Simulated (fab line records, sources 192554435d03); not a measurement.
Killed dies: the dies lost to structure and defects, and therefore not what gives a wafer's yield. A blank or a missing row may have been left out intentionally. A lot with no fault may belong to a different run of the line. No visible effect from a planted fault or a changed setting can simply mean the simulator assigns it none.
A lot that was struck, set against a sound lot / flow n5Finfet / 37 out of 1938 route steps
Sound: wafers L290.1, L290.2, L290.3. Struck: wafers L296.1, L296.2, L296.3. The cause is named last.
Each step with rows lists, per side, the tool, then ch with its chambers, then its first start. Under that, the readings that differ: sound wafers / struck wafers / difference of the means / sigmas: that difference in standard deviations of wafers without a fault.
alike: readings with means less than 2 such deviations apart, plus words and numbers identical on both sides. not compared: withheld readings, readings lacking a value on some wafer, bounds such as >300 that could conceal the same value, and numbers that have no deviation in the record and whose values overlap.
A row with sigmas, a row that says differs or no value, or rows on one side alone: a step with any of these is where the two part. Numbers that have no deviation but don't overlap get no sigmas and don't part them. Lack of a reading on every wafer of one side parts them only where that side has two or more wafers.

first, 11 steps without rows for these wafers: N5_BEOL_M14_ETCH_59 (etches BARC in N2/H2, target depth 89 nm, overetch 26.7 nm, time 67.9 s); N5_BEOL_M14_VIA_ETCH_16 (etches SiO2 in C4F8/O2/Ar, target depth 1231.3 nm); N5_BEOL_M14_STRIP_63 (strips in O2); N5_BEOL_M14_STRIP_64 (strips in O2); N5_BEOL_M14_STRIP_71 (strips in post etch residue remover, time 60 s); N5_BEOL_M14_SRD_72 (time 30 s, dry time 30 s); N5_BEOL_M14_COAT_65 (time 60 s, resist thk 450 nm); N5_BEOL_M14_COAT_66 (time 60 s, resist thk 110 nm); N5_BEOL_M14_COAT_22 (resist thk 300 nm); N5_BEOL_M14_EBR_24; N5_BEOL_M14_SOFTBAKE_23 (time 60 s).
N5_BEOL_M14_EXPOSE_25: exposes mask M14, target cd 280 nm.
  sound on krfScanner-02 ch 0, day 14 03:55; struck on krfScanner-02 ch 0, day 15 14:52
reading=exposureDoseMJCm2; sound=26.579 26.630 26.620; struck=28.865 28.835 28.849; difference=+2.240; sigmas=+86
  alike: mask
then, 3 steps without rows for these wafers: N5_BEOL_M14_PEB_26 (peb time 90 s); N5_BEOL_M14_DEVELOP_27 (develop time 45 s); N5_BEOL_M14_HARDBAKE_32 (time 120 s).
N5_BEOL_M14_CD_MEAS_28: target cd 284.4 nm.
  sound on cdSem-02 ch 0, day 14 04:05; struck on cdSem-02 ch 0, day 15 15:02
reading=cdNm (nm); sound=284.2 284.6 283.8; struck=294.7 296.3 294.5; difference=+11.0; sigmas=+7
N5_BEOL_M14_DESCUM_33: chemistry O2, time 7.9 s.
  sound on rieDiel-05 ch 0,1,2, day 14 04:18; struck on rieDiel-06 ch 0,1,2, day 15 15:08
reading=model.BEOL_M14.cdNm (nm); sound=284.6 284.6 283.6; struck=294.8 296.4 294.2; difference=+10.9; sigmas=
  alike: drypumpMotorCurrentA, o2FlowSccm, oesProductAu, rfVppV, showerheadPlenumPTorr, throttleValvePct
  not compared: rfHoursCounterH
then, 6 steps without rows for these wafers: N5_BEOL_M14_ETCH_67 (etches SiARC in CF4, target depth 143 nm, time 238.3 s); N5_BEOL_M14_ETCH_68 (etches SOC in N2/H2, time 450 s); N5_BEOL_M14_STRIP_69 (strips in N2/H2); N5_BEOL_M14_TRENCH_ETCH_34 (etches SiO2 in C4F8/O2/Ar, target depth 556.65 nm, time 126.9 s); N5_BEOL_M14_STRIP_70 (strips in C4F8/O2/Ar); N5_BEOL_M14_STRIP_37 (strips in O2).
N5_BEOL_M14_ETCH_38: etches SiCN in CF4/N2, target depth 106.5 nm, time 120.6 s.
  sound on rieDiel-05 ch 0,1,2; struck on rieDiel-05 ch 0,2,3
reading=model.BEOL_M14.cdNm (nm); sound=282.8 279.8 280.2; struck=288.4 293 291; difference=+9.9; sigmas=
  alike: cf4FlowSccm, drypumpMotorCurrentA, oesProductAu, rfVppV, showerheadPlenumPTorr, throttleValvePct
  not compared: rfHoursCounterH
then, 12 steps without rows for these wafers: N5_BEOL_M14_PRECLEAN_39 (cleans in residue remover, time 60 s); N5_BEOL_M14_SRD_40 (time 30 s, dry time 30 s); N5_BEOL_M14_DEGAS_41 (time 60 s); N5_BEOL_M14_PRE_CLEAN_42 (time 30 s); N5_BEOL_M14_SPUTTER_43 (material TaN, target thk 15 nm, time 24.19 s); N5_BEOL_M14_SPUTTER_44 (material Ta, target thk 15 nm, time 24.19 s); N5_BEOL_M14_SPUTTER_45 (material Cu, target thk 100 nm, time 16.67 s); N5_BEOL_M14_ECD_47 (material Cu, target thk 1248 nm); N5_BEOL_M14_ANNEAL_48 (time 90 s); N5_BEOL_M14_CMP_49 (polishes, stops on SiO2, t overpolish 5.2 s, target thk 560 nm); N5_BEOL_M14_PRE_CLEAN_52 (time 15 s); N5_BEOL_M14_DEP_53 (deposits SiCN from 3MS/NH3, target thk 50 nm, time 17.8 s).
N5_BEOL_M15_RC_MEAS_101:
  sound on prober-01 ch 0, day 14 18:27; struck on prober-02 ch 0, day 15 23:58
reading=COMB_M9 (S/m); sound=1.1e-11 8.9e-12 1.23e-11; struck=1.86e-11 1.36e-11 1.99e-11; difference=+6.63e-12; sigmas=+2
reading=SERP_M14 (ohm/um); sound=0.160 0.161 0.157; struck=0.155 0.150 0.151; difference=-0.007; sigmas=-2
reading=SERP_M14_max_site (ohm/um); sound=0.162 0.162 0.159; struck=0.155 0.152 0.154; difference=-0.007; sigmas=-2
reading=SERP_M6 (ohm/um); sound=14.1 13.7 14.1; struck=12.3 12.8 13.3; difference=-1.2; sigmas=-2
reading=SERP_M7 (ohm/um); sound=15.3 14.7 14.4; struck=13.7 13.7 13.1; difference=-1.3; sigmas=-2
  alike: COMB_M10, COMB_M11, COMB_M12, COMB_M13, COMB_M14, COMB_M15, COMB_M5, COMB_M6, COMB_M7, COMB_M8, SERP_M10, SERP_M10_max_site, SERP_M11, SERP_M11_max_site, SERP_M12, SERP_M13, SERP_M5, SERP_M8, SERP_M9

== WHERE THEY PART ==
At N5_BEOL_M14_EXPOSE_25 first; at N5_BEOL_M15_RC_MEAS_101 last (within this record only).

WHY: what had been put in by the simulator
Process parameters drifting: krfScanner-02 at N5_BEOL_M14_EXPOSE_25, beginning at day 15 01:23. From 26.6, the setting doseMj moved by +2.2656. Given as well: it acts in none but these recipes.
